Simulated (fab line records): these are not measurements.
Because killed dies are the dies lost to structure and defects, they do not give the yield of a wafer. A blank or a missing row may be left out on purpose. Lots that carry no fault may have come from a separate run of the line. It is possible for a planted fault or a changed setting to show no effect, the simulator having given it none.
Matching of chambers || flow n5_finfet || pecvd-04 running N5_BEOL_M7_PECVD_70: 3 sister chambers
The step deposits SiO2 from TEOS/O2, target thk 20 nm, time 22.7 s. 6 wafers are shown with their chamber, then 8 later ones without.

EACH WAFER AND ITS CHAMBER
{"wafer": "L084.3", "chamber": 2, "showerhead_plenum_p_Torr (Torr)": 8.76, "rf_fwd_power_W (W)": 446.7}
{"wafer": "L086.4", "chamber": 0, "showerhead_plenum_p_Torr (Torr)": 8.86, "rf_fwd_power_W (W)": 444.4}
{"wafer": "L086.5", "chamber": 2, "showerhead_plenum_p_Torr (Torr)": 8.78, "rf_fwd_power_W (W)": 446.1}
{"wafer": "L087.4", "chamber": 0, "showerhead_plenum_p_Torr (Torr)": 8.87, "rf_fwd_power_W (W)": 443.8}
{"wafer": "L087.5", "chamber": 1, "showerhead_plenum_p_Torr (Torr)": 8.72, "rf_fwd_power_W (W)": 443.0}
{"wafer": "L088.1", "chamber": 1, "showerhead_plenum_p_Torr (Torr)": 8.73, "rf_fwd_power_W (W)": 442.7}

WAFERS WITHOUT THEIR CHAMBER
{"wafer": "L088.3", "showerhead_plenum_p_Torr (Torr)": 8.78, "rf_fwd_power_W (W)": 445.2}
{"wafer": "L088.6", "showerhead_plenum_p_Torr (Torr)": 8.79, "rf_fwd_power_W (W)": 447.4}
{"wafer": "L091.1", "showerhead_plenum_p_Torr (Torr)": 8.76, "rf_fwd_power_W (W)": 443.0}
{"wafer": "L091.5", "showerhead_plenum_p_Torr (Torr)": 8.85, "rf_fwd_power_W (W)": 446.2}
{"wafer": "L091.6", "showerhead_plenum_p_Torr (Torr)": 8.74, "rf_fwd_power_W (W)": 439.8}
{"wafer": "L095.1", "showerhead_plenum_p_Torr (Torr)": 8.71, "rf_fwd_power_W (W)": 443.4}
{"wafer": "L095.4", "showerhead_plenum_p_Torr (Torr)": 8.73, "rf_fwd_power_W (W)": 443.0}
{"wafer": "L095.5", "showerhead_plenum_p_Torr (Torr)": 8.75, "rf_fwd_power_W (W)": 442.5}

WHICH CHAMBER EACH WENT THROUGH
{"wafer": "L088.3", "from the rows above": 2, "in truth": 2}
{"wafer": "L088.6", "from the rows above": 2, "in truth": 2}
{"wafer": "L091.1", "from the rows above": 1, "in truth": 1}
{"wafer": "L091.5", "from the rows above": 0, "in truth": 0}
{"wafer": "L091.6", "from the rows above": 1, "in truth": 1}
{"wafer": "L095.1", "from the rows above": 1, "in truth": 1}
{"wafer": "L095.4", "from the rows above": 1, "in truth": 1}
{"wafer": "L095.5", "from the rows above": 1, "in truth": 1}
Correct placement for 8 of the 8. From these rows, 0 cannot be placed. 0 placed wrongly.
How it was worked out, from the rows above alone: a wafer's distance from a chamber is the root of the sum, over the readings, of the square of ((its reading less the chamber's mean) divided by the reading's scatter). If the next closest chamber is less than 2 further off than the closest, the wafer can't be placed; otherwise it belongs to the closest. A chamber's mean is the mean of its shown wafers. The scatter: the root of (the sum of the squares of (reading less its chamber's mean) over the shown wafers, divided by (wafers less chambers)).
